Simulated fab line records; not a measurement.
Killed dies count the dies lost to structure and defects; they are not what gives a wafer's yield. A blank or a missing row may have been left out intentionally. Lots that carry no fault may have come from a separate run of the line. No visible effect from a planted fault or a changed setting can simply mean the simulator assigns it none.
What tool caused it? / flow nand_harc / Sampling: 6 lots, 18 wafers, 5 of 1159 route steps

== WHAT EACH GAUGE READ, for each wafer ==
NHARC_END_SORT_01.
lot=L840; measured=day 24 18:20; on=prober-01; killed_at_array=7 11 93

== WHICH TOOL RAN EACH LOT (tool, then ch and the chambers of the sampled wafers, then the start) ==
lot=L824; NHARC_A_CONTACT_STRIP_108=rie_diel-03 ch 0,1, day 17 22:57; NHARC_A_M1_ANNEAL_31=rtp_anneal-02 ch 0, day 18 13:40; NHARC_A_BONDPAD_DEP_00=pecvd-04 ch 0,1,2, day 18 15:14; NHARC_A_BONDPAD_PVD_17=pvd_sputter-01, no start
lot=L829; NHARC_A_CONTACT_STRIP_108=rie_diel-06 ch 2,3, day 18 09:25; NHARC_A_M1_ANNEAL_31=rtp_anneal-02 ch 0, day 19 01:19; NHARC_A_BONDPAD_DEP_00=pecvd-01 ch 0,1, day 19 02:46; NHARC_A_BONDPAD_PVD_17=pvd_sputter-03, no start
lot=L827; NHARC_A_CONTACT_STRIP_108=rie_diel-03 ch 0,1, day 18 16:22; NHARC_A_M1_ANNEAL_31=rtp_anneal-01 ch 0, day 19 05:35; NHARC_A_BONDPAD_DEP_00=pecvd-02 ch 0,1, no start; NHARC_A_BONDPAD_PVD_17=pvd_sputter-03, no start
lot=L832; NHARC_A_CONTACT_STRIP_108=rie_diel-13 ch 0,2, day 19 15:58; NHARC_A_M1_ANNEAL_31=rtp_anneal-01 ch 0, day 20 07:16; NHARC_A_BONDPAD_DEP_00=pecvd-01 ch 0,1,2, day 20 08:48; NHARC_A_BONDPAD_PVD_17=pvd_sputter-02, no start
lot=L839; NHARC_A_CONTACT_STRIP_108=rie_diel-06 ch 1,3, day 21 10:35; NHARC_A_M1_ANNEAL_31=rtp_anneal-02 ch 0, day 22 05:41; NHARC_A_BONDPAD_DEP_00=pecvd-01 ch 0,1, day 22 07:24; NHARC_A_BONDPAD_PVD_17=pvd_sputter-02, no start
lot=L840; NHARC_A_CONTACT_STRIP_108=rie_diel-06 ch 0,2,3, day 22 06:58; NHARC_A_M1_ANNEAL_31=rtp_anneal-02 ch 0, day 22 21:26; NHARC_A_BONDPAD_DEP_00=pecvd-01 ch 1,2, day 22 23:08; NHARC_A_BONDPAD_PVD_17=pvd_sputter-03, day 24 18:20 or earlier
- NHARC_A_CONTACT_STRIP_108: strips in CF4/CHF3.
- NHARC_A_M1_ANNEAL_31: time 90 s.
- NHARC_A_BONDPAD_DEP_00: deposits SiCN, target thk 250 nm.
- NHARC_A_BONDPAD_PVD_17: deposits TaN, target thk 5 nm, time 8.06 s.

== THE ANSWER, worked out from the rows above alone ==
Rule: what is usual is taken from the lots themselves. The widest of any qualifying gaps counts: lots, ordered by their means at a reading, are off when they make up no more than a third of the lots, leave a main group of 4 or more, and stand apart from it by 3 or more times the standard deviation of that group's means. A main group whose means are all the same, to the digits that the tables above print for the reading, isn't used. A lot without any number at a reading at which 4 lots or more have one is off too. Any other lot the step has rows for is counted as sound.
No lot is off on any of the readings shown, so nothing can be concluded from this.

== WHAT THE SIMULATOR PUT IN ==
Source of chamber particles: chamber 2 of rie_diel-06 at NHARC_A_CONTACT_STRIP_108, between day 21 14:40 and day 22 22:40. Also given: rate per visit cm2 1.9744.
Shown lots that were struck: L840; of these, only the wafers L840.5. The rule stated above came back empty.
